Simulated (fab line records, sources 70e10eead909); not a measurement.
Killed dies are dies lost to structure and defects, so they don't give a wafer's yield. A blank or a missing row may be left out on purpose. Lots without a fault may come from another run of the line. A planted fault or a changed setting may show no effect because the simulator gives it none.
fab line records | flow nand_harc
record lots=12 wafers=36 last_day=30
route steps=1302 shown P_CONTACT@246 P_M0@261
lots that met no fault: from a run of the same line without faults
start_h: hours from the record's first day to the start of the lot's first wafer shown | wait_h: hours since the lot's step before | " the same as in the row above | L1.1+2: a row that stands for several wafers | - no value, or no start given | * or withheld: withheld | < > ~ a bound
route shown NAME@n: a module of which the file shows steps, and the number in the route of the first | usual: mean/standard deviation of fault-free wafers | same: alike in all rows | chamber/n: place in a boat | sites: the reading at each site | _std_site: their standard deviation | _edge_site: outer sites' mean less inner sites' | radius_mm: how far each site lies from the wafer's centre | mask NAME#n: copy n | behind: the tool/chamber that last shaped the wafer | hold: why the lot was held/for how many hours/how that ended | device: the transistor (n, p or np) that didn't switch | end of line: the same wafers' tests at the end of the route | a step without rows: its recipe alone | killed: dies lost to structure and defects at the first sort, not the wafer's yield | map: a wafer's dies, x killed, . not, _ none there
set.NAME: the setting as run; set.NAME@STEP: as run at that earlier step | model.NAME: the simulator's own value behind a step, which no gauge read
steps of the route over a sample of lots; a table a step, a row a wafer
services: from which hour (start_h, from the record's first day; less than 0 if before it) a tool's chamber was out of use, for how many hours, and why
## steps
# step NHARC_P_CONTACT_PVD_32
# recipe target_thk_a=50 chamber_pressure_pa=5 power_w=5000 substrate_temp_c=200 time_s=17.7 material=Ti
# usual throttle_valve_pct=30.2/0.66
# columns lot.wafer tool chamber start_h wait_h throttle_valve_pct
L278.2 pvd_sputter-02 - - - 29.0
L278.1 " - " " 30.5
L278.5 " - " " 30.4
L279.3 pvd_sputter-02 - - - 29.4
L279.2 " - " " 30.4
L279.5 " - " " 30.5
L280.1 pvd_sputter-01 - - - 30.0
L280.3 " - " " 31.0
L280.2 " - " " 30.4
L282.3 pvd_sputter-02 - - - 28.7
L282.6 " - " " 30.2
L282.5 " - " " 29.0
L281.4 pvd_sputter-01 - - - 30.5
L281.2 " - " " 29.8
L281.6 " - " " 30.3
L283.1 pvd_sputter-01 - - - 30.5
L283.3 " - " " 30.1
L283.6 " - " " 30.3
L284.2 pvd_sputter-03 - - - 29.8
L284.4 " - " " 30.9
L284.5 " - " " 30.7
L286.1 pvd_sputter-03 - - - 31.5
L286.3 " - " " 30.8
L286.4 " - " " 30.0
L287.3 pvd_sputter-01 - - - 30.2
L287.6 " - " " 31.1
L287.5 " - " " 30.4
L288.1 pvd_sputter-03 - - - 30.8
L288.5 " - " " 29.8
L288.6 " - " " 31.1
L289.1 pvd_sputter-02 - - - 30.4
L289.6 " - " " 30.0
L289.5 " - " " 28.8
L293.2 pvd_sputter-01 - - - 30.4
L293.3 " - " " 29.8
L293.4 " - " " 30.8
# step NHARC_P_M0_PEB_07
# recipe peb_temp_c=100 peb_time_s=65
# usual heater_power_total_W=156.6/0.41 plate_temp_C=100.01/0.14
# columns lot.wafer tool chamber start_h wait_h heater_power_total_W plate_temp_C
L278.1 litho_track-01 0 133.20 0.1 156.1 99.51
L278.2 " 0 " " 157.0 99.78
L278.5 " 0 " " 157.0 99.75
L279.2 litho_track-06 0 148.44 0.1 156.1 99.99
L279.3 " 0 " " 156.4 99.99
L279.5 " 0 " " 156.9 100.04
L280.1 litho_track-04 0 149.39 0.1 156.3 100.05
L280.2 " 0 " " 156.5 100.17
L280.3 " 0 " " 156.1 99.87
L282.3 litho_track-04 0 170.22 0.0 157.0 100.16
L282.5 " 0 " " 156.9 100.28
L282.6 " 0 " " 156.4 100.28
L281.2 litho_track-06 0 170.82 0.1 156.5 100.13
L281.4 " 0 " " 156.9 99.95
L281.6 " 0 " " 156.4 99.93
L283.1 litho_track-01 0 181.56 0.1 157.0 99.92
L283.3 " 0 " " 156.2 100.02
L283.6 " 0 " " 156.8 100.13
L284.2 litho_track-04 0 194.13 0.1 156.9 100.05
L284.4 " 0 " " 157.2 100.10
L284.5 " 0 " " 156.0 100.01
L286.1 litho_track-06 0 210.62 0.1 156.1 100.00
L286.3 " 0 " " 156.8 99.88
L286.4 " 0 " " 156.4 99.99
L287.3 litho_track-06 0 221.77 0.0 156.7 99.98
L287.5 " 0 " " 156.1 100.06
L287.6 " 0 " " 156.8 100.05
L288.1 litho_track-04 0 235.19 0.1 156.7 100.11
L288.5 " 0 " " 156.1 100.12
L288.6 " 0 " " 156.8 100.14
L289.1 litho_track-01 0 240.42 0.1 157.1 100.08
L289.5 " 0 " " 156.9 99.87
L289.6 " 0 " " 157.1 99.96
L293.2 litho_track-01 0 289.66 0.1 156.0 99.38
L293.3 " 0 " " 155.2 99.31
L293.4 " 0 " " 155.5 99.29
# step NHARC_P_M0_CD_MEAS_09
# recipe target_cd_nm=90 landing_energy_ev=500
# usual cd_nm=90.0/0.76
# columns lot.wafer tool chamber start_h wait_h cd_nm
L278.1 cd_sem-02 0 133.28 - 91.1
L278.2 " 0 " " 91.5
L278.5 " 0 " " 91.4
L279.2 cd_sem-03 0 148.52 - 90.5
L279.3 " 0 " " 89.8
L279.5 " 0 " " 90.3
L280.1 cd_sem-03 0 149.47 - 88.9
L280.2 " 0 " " 88.6
L280.3 " 0 " " 88.7
L282.3 cd_sem-03 0 170.30 - 88.9
L282.5 " 0 " " 89.1
L282.6 " 0 " " 89.6
L281.2 cd_sem-02 0 170.90 - 89.0
L281.4 " 0 " " 90.0
L281.6 " 0 " " 89.7
L283.1 cd_sem-02 0 181.63 - 90.9
L283.3 " 0 " " 89.8
L283.6 " 0 " " 89.8
L284.2 cd_sem-03 0 194.21 - 89.2
L284.4 " 0 " " 88.9
L284.5 " 0 " " 89.6
L286.1 cd_sem-01 0 210.70 - 91.1
L286.3 " 0 " " 90.6
L286.4 " 0 " " 90.5
L287.3 cd_sem-01 0 221.85 - 91.0
L287.5 " 0 " " 90.5
L287.6 " 0 " " 91.1
L288.1 cd_sem-01 0 235.27 - 90.3
L288.5 " 0 " " 89.8
L288.6 " 0 " " 89.7
L289.1 cd_sem-03 0 240.50 - 90.2
L289.5 " 0 " " 90.3
L289.6 " 0 " " 90.0
L293.2 cd_sem-02 0 289.74 - 87.7
L293.3 " 0 " " 87.6
L293.4 " 0 " " 87.9
# step NHARC_P_M0_DEGAS_28
# recipe temp_c=250 time_s=60
# usual heater_power_w=352/35
# columns lot.wafer tool chamber start_h wait_h heater_power_w
L278.1 pvd_sputter-03 - 134.41 - 340
L278.2 " - " " 320
L278.5 " - " " 318
L279.2 pvd_sputter-02 - 149.63 - 344
L279.3 " - " " 347
L279.5 " - " " 335
L280.2 pvd_sputter-01 - 150.63 - 319
L280.3 " - " " 384
L280.1 " - " " 382
L282.3 pvd_sputter-02 - 171.47 - 340
L282.5 " - " " 401
L282.6 " - " " 353
L281.2 pvd_sputter-02 - 172.02 - 403
L281.4 " - " " 341
L281.6 " - " " 403
L283.3 pvd_sputter-03 - 182.75 - 333
L283.1 " - " " 350
L283.6 " - " " 322
L284.2 pvd_sputter-03 - 195.31 - 298
L284.4 " - " " 356
L284.5 " - " " 353
L286.1 pvd_sputter-02 - 211.80 - 343
L286.3 " - " " 407
L286.4 " - " " 396
L287.3 pvd_sputter-02 - 223.08 - 409
L287.5 " - " " 410
L287.6 " - " " 341
L288.1 pvd_sputter-01 - 236.37 - 333
L288.5 " - " " 331
L288.6 " - " " 385
L289.1 pvd_sputter-02 - 241.62 - 333
L289.6 " - " " 414
L289.5 " - " " 343
L293.4 pvd_sputter-03 - 290.85 - 315
L293.2 " - " " 329
L293.3 " - " " 298
# step NHARC_P_M0_CMP_23
# recipe t_overpolish_s=20 target_thk_nm=117.54
# usual motor_current_A=12.3/1.2 retaining_ring_pressure_frac=1.000/0.0053 time_to_endpoint_s=29.7/2.8
# columns lot.wafer tool chamber start_h wait_h motor_current_A retaining_ring_pressure_frac time_to_endpoint_s
L278.1 cmp-03 1 135.55 - 10.3 1.002 29.4
L278.2 " 2 " " 13.7 0.994 30.0
L278.5 " 0 " " 12.0 1.007 33.4
L279.2 cmp-04 0 150.73 - 13.1 0.993 29.2
L279.3 " 2 " " 11.9 1.004 30.1
L279.5 " 3 " " 10.6 1.002 27.2
L280.1 cmp-02 0 151.70 - 13.4 0.999 27.8
L280.3 " 1 " " 12.1 1.004 27.1
L280.2 " 3 " " 10.6 0.998 27.9
L282.3 cmp-03 3 172.62 - 13.5 0.999 32.9
L282.5 " 0 " " 12.1 1.001 33.9
L282.6 " 1 " " 10.9 0.990 31.6
L281.2 cmp-04 1 173.22 - 13.8 0.999 25.4
L281.4 " 3 " " 10.7 0.997 23.2
L281.6 " 1 " " 12.8 0.997 24.8
L283.3 cmp-04 3 183.85 - 10.0 1.008 26.8
L283.1 " 1 " " 14.0 0.996 24.2
L283.6 " 3 " " 10.6 1.004 26.0
L284.2 cmp-02 0 196.42 - 14.1 0.998 29.2
L284.4 " 2 " " 12.3 1.010 27.8
L284.5 " 3 " " 10.8 1.001 27.0
L286.1 cmp-03 2 212.91 - 12.7 0.996 35.3
L286.3 " 0 " " 12.4 1.003 33.1
L286.4 " 1 " " 10.5 0.991 29.6
L287.3 cmp-02 1 224.19 - 11.8 1.004 26.7
L287.5 " 0 " " 13.5 1.006 29.8
L287.6 " 1 " " 12.6 1.003 28.8
L288.1 cmp-03 2 238.04 - 13.3 0.992 32.3
L288.5 " 3 " " 12.8 0.994 31.4
L288.6 " 0 " " 12.1 1.005 31.4
L289.1 cmp-02 3 242.97 - 10.7 0.996 25.6
L289.6 " 0 " " 13.7 0.993 29.2
L289.5 " 1 " " 12.3 0.993 25.6
L293.3 cmp-03 2 291.92 - 13.3 1.003 30.9
L293.4 " 0 " " 12.0 1.003 31.9
L293.2 " 1 " " 10.2 0.997 29.9
## services
# columns tool chamber start_h hours kind
cmp-04 - 111.00 4.0 pm
cmp-03 - 114.71 3.9 repair
pvd_sputter-02 - 114.97 1.8 repair
cmp-03 - 119.61 0.4 repair
cmp-02 - 134.51 4.0 pm
cmp-02 - 142.66 1.2 repair
litho_track-01 - 155.00 7.0 pm
cmp-02 - 159.98 1.5 repair
cmp-03 - 161.32 1.8 repair
cmp-03 - 165.61 4.0 pm
cmp-03 - 169.61 - consumable_replace:conditioner
cmp-03 - 169.61 - consumable_replace:pad
pvd_sputter-03 - 170.00 10.0 pm
litho_track-06 - 179.00 7.0 pm
cmp-03 - 183.11 2.9 repair
litho_track-04 - 203.00 7.0 pm
cmp-04 - 209.00 4.0 pm
pvd_sputter-01 - 226.03 10.0 pm
cmp-02 - 232.51 4.0 pm
cmp-03 - 263.61 4.0 pm
cmp-03 - 267.61 - consumable_replace:conditioner
cmp-04 - 272.81 0.2 repair
cmp-03 - 275.10 2.9 repair
pvd_sputter-02 - 282.03 10.0 pm
## key
first_sign step=NHARC_P_M0_PEB_07 reading=plate_temp_C direction=down sigmas=4.9 usual=* struck=*
effect step=NHARC_P_M0_PEB_07 reading=heater_power_total_W direction=down sigmas=2.5 usual=* struck=*
effect step=NHARC_P_M0_CD_MEAS_09 reading=cd_nm direction=down sigmas=3 usual=90.0 struck=87.7
met_at NHARC_P_M0_PEB_07
struck_lots L293
not_acting_at NHARC_P_CONTACT_PVD_32,NHARC_P_M0_DEGAS_28,NHARC_P_M0_CMP_23
onset_between 240.42 289.66
fault kind=process_parameter_drift tool=litho_track-01 chamber=- onset_h=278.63 steps=NHARC_P_M0_PEB_07 channel=peb_temp_c offset=* shape=step end_h=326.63 acts_in=* stated=*
